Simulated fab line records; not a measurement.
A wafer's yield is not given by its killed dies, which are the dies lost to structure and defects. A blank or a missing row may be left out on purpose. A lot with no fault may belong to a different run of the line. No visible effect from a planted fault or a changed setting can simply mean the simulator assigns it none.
Chamber matching ; flow n5-finfet ; N5_BEOL_M0_SAQP_CUT_ETCH_46 on rie-diel-03: 4 sister chambers
The step etches SOC in N2/H2, target depth 135 nm, overetch 27 nm, time 202.5 s. 4 wafers are shown with their chamber, then 8 later ones without.

## WAFERS WITH THEIR CHAMBER
wafer;chamber;showerhead-plenum-p-Torr (Torr)
L083.5;3;2.62
L089.5;2;2.58
L089.6;1;2.51
L090.2;0;2.42

## WAFERS WHOSE CHAMBER IS MISSING
wafer;showerhead-plenum-p-Torr (Torr)
L090.5;2.51
L090.6;2.58
L093.3;2.42
L093.5;2.42
L093.6;2.62
L097.1;2.57
L097.2;2.61
L097.6;2.57

## THE CHAMBER EACH PASSED THROUGH
wafer;from the rows above;in truth
L090.5;1;1
L090.6;2;2
L093.3;0;0
L093.5;0;0
L093.6;3;3
L097.1;2;2
L097.2;3;3
L097.6;2;2
Correct placement for 8 of the 8. Number that these rows cannot place: 0. Number placed wrongly: 0.
How it was worked out, from the rows above alone: a wafer's distance from a chamber is the root of the sum, over the readings, of the square of ((its reading less the chamber's mean) divided by the reading's scatter). If the next closest chamber is less than 2 further off than the closest, the wafer can't be placed; otherwise it belongs to the closest. For every chamber, the mean is computed from those of its wafers that are shown. The scatter: with one shown wafer a chamber, the root of the mean of the squares of how far each hidden wafer lies from its nearest shown one.
